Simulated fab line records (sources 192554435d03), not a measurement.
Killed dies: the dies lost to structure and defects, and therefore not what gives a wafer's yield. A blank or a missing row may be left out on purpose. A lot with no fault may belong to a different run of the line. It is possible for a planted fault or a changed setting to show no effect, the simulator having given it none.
Chamber matching :: flow n5Finfet :: 4 sister chambers for N5_BEOL_M4_STRIP_19 on rieDiel-02
The step strips in O2. 24 wafers are shown with their chamber, then 12 later ones without.

## WAFERS WITH THEIR CHAMBER
wafer: L078.3
chamber: 1
drypumpMotorCurrentA (A): 5.0
showerheadPlenumPTorr (Torr): 1.99
throttleValvePct (%): 16.64

wafer: L078.5
chamber: 1
drypumpMotorCurrentA (A): 5.0
showerheadPlenumPTorr (Torr): 1.99
throttleValvePct (%): 16.63

wafer: L078.6
chamber: 2
drypumpMotorCurrentA (A): 6.1
showerheadPlenumPTorr (Torr): 2.18
throttleValvePct (%): 17.14

wafer: L077.2
chamber: 3
drypumpMotorCurrentA (A): 6.1
showerheadPlenumPTorr (Torr): 1.99
throttleValvePct (%): 17.17

wafer: L077.5
chamber: 2
drypumpMotorCurrentA (A): 6.2
showerheadPlenumPTorr (Torr): 2.18
throttleValvePct (%): 17.12

wafer: L077.6
chamber: 1
drypumpMotorCurrentA (A): 5.0
showerheadPlenumPTorr (Torr): 1.99
throttleValvePct (%): 16.63

wafer: L079.2
chamber: 0
drypumpMotorCurrentA (A): 5.9
showerheadPlenumPTorr (Torr): 1.99
throttleValvePct (%): 16.90

wafer: L079.4
chamber: 3
drypumpMotorCurrentA (A): 6.1
showerheadPlenumPTorr (Torr): 1.99
throttleValvePct (%): 17.15

wafer: L079.5
chamber: 1
drypumpMotorCurrentA (A): 5.0
showerheadPlenumPTorr (Torr): 1.99
throttleValvePct (%): 16.65

wafer: L080.3
chamber: 2
drypumpMotorCurrentA (A): 6.1
showerheadPlenumPTorr (Torr): 2.18
throttleValvePct (%): 17.14

wafer: L080.5
chamber: 0
drypumpMotorCurrentA (A): 5.9
showerheadPlenumPTorr (Torr): 1.99
throttleValvePct (%): 16.91

wafer: L080.6
chamber: 2
drypumpMotorCurrentA (A): 6.2
showerheadPlenumPTorr (Torr): 2.18
throttleValvePct (%): 17.15

wafer: L084.2
chamber: 3
drypumpMotorCurrentA (A): 6.1
showerheadPlenumPTorr (Torr): 1.98
throttleValvePct (%): 17.18

wafer: L084.3
chamber: 1
drypumpMotorCurrentA (A): 5.0
showerheadPlenumPTorr (Torr): 1.99
throttleValvePct (%): 16.66

wafer: L084.6
chamber: 2
drypumpMotorCurrentA (A): 6.2
showerheadPlenumPTorr (Torr): 2.17
throttleValvePct (%): 17.15

wafer: L082.1
chamber: 0
drypumpMotorCurrentA (A): 5.9
showerheadPlenumPTorr (Torr): 1.99
throttleValvePct (%): 16.92

wafer: L082.4
chamber: 1
drypumpMotorCurrentA (A): 5.0
showerheadPlenumPTorr (Torr): 1.99
throttleValvePct (%): 16.66

wafer: L082.5
chamber: 1
drypumpMotorCurrentA (A): 5.0
showerheadPlenumPTorr (Torr): 1.99
throttleValvePct (%): 16.68

wafer: L085.1
chamber: 1
drypumpMotorCurrentA (A): 5.0
showerheadPlenumPTorr (Torr): 1.99
throttleValvePct (%): 16.67

wafer: L085.5
chamber: 1
drypumpMotorCurrentA (A): 5.0
showerheadPlenumPTorr (Torr): 1.99
throttleValvePct (%): 16.65

wafer: L085.6
chamber: 0
drypumpMotorCurrentA (A): 5.9
showerheadPlenumPTorr (Torr): 1.99
throttleValvePct (%): 16.91

wafer: L087.1
chamber: 3
drypumpMotorCurrentA (A): 6.1
showerheadPlenumPTorr (Torr): 1.98
throttleValvePct (%): 17.18

wafer: L087.3
chamber: 1
drypumpMotorCurrentA (A): 5.0
showerheadPlenumPTorr (Torr): 1.99
throttleValvePct (%): 16.66

wafer: L087.5
chamber: 2
drypumpMotorCurrentA (A): 6.2
showerheadPlenumPTorr (Torr): 2.17
throttleValvePct (%): 17.16

SIGNATURES, as means of the wafers listed above
reading: drypumpMotorCurrentA
chamber 0: 5.900
chamber 1: 5.000
chamber 2: 6.167
chamber 3: 6.100
scatter within a chamber: 0.0258

reading: showerheadPlenumPTorr
chamber 0: 1.9900
chamber 1: 1.9900
chamber 2: 2.1767
chamber 3: 1.9850
scatter within a chamber: 0.00342

reading: throttleValvePct
chamber 0: 16.9100
chamber 1: 16.6530
chamber 2: 17.1433
chamber 3: 17.1700
scatter within a chamber: 0.0144
Rule: for each reading, subtract the chamber's mean from the wafer's reading, divide by that reading's scatter and square the result; add these up over the readings and take the root, which gives the wafer's distance from the chamber. The wafer belongs to the nearest chamber; if the next one is less than 2 further off, it can't be placed. How the scatter is found: for the shown wafers, subtract from each reading the mean of its chamber, square and add these, divide the total by (wafers less chambers), then take the root.

## WAFERS WHOSE CHAMBER IS MISSING
wafer: L092.2
drypumpMotorCurrentA (A): 5.0
showerheadPlenumPTorr (Torr): 1.98
throttleValvePct (%): 16.69

wafer: L092.3
drypumpMotorCurrentA (A): 6.1
showerheadPlenumPTorr (Torr): 1.98
throttleValvePct (%): 17.21

wafer: L092.5
drypumpMotorCurrentA (A): 5.0
showerheadPlenumPTorr (Torr): 1.98
throttleValvePct (%): 16.71

wafer: L093.1
drypumpMotorCurrentA (A): 6.1
showerheadPlenumPTorr (Torr): 2.17
throttleValvePct (%): 17.19

wafer: L093.3
drypumpMotorCurrentA (A): 6.1
showerheadPlenumPTorr (Torr): 1.98
throttleValvePct (%): 17.21

wafer: L093.6
drypumpMotorCurrentA (A): 6.2
showerheadPlenumPTorr (Torr): 2.17
throttleValvePct (%): 17.19

wafer: L095.3
drypumpMotorCurrentA (A): 5.0
showerheadPlenumPTorr (Torr): 1.98
throttleValvePct (%): 16.70

wafer: L095.4
drypumpMotorCurrentA (A): 6.1
showerheadPlenumPTorr (Torr): 1.98
throttleValvePct (%): 17.22

wafer: L095.5
drypumpMotorCurrentA (A): 6.2
showerheadPlenumPTorr (Torr): 2.17
throttleValvePct (%): 17.20

wafer: L096.3
drypumpMotorCurrentA (A): 6.1
showerheadPlenumPTorr (Torr): 1.97
throttleValvePct (%): 17.23

wafer: L096.4
drypumpMotorCurrentA (A): 5.0
showerheadPlenumPTorr (Torr): 1.98
throttleValvePct (%): 16.71

wafer: L096.5
drypumpMotorCurrentA (A): 6.1
showerheadPlenumPTorr (Torr): 2.16
throttleValvePct (%): 17.21

## WHICH CHAMBER EACH ONE RAN IN
wafer: L092.2
from the rows above: 1
in truth: 1

wafer: L092.3
from the rows above: 3
in truth: 3

wafer: L092.5
from the rows above: 1
in truth: 1

wafer: L093.1
from the rows above: 2
in truth: 2

wafer: L093.3
from the rows above: 3
in truth: 3

wafer: L093.6
from the rows above: 2
in truth: 2

wafer: L095.3
from the rows above: 1
in truth: 1

wafer: L095.4
from the rows above: 3
in truth: 3

wafer: L095.5
from the rows above: 2
in truth: 2

wafer: L096.3
from the rows above: 3
in truth: 3

wafer: L096.4
from the rows above: 1
in truth: 1

wafer: L096.5
from the rows above: 2
in truth: 2
Correctly placed: 12 of 12. Number that these rows cannot place: 0. Number placed wrongly: 0.
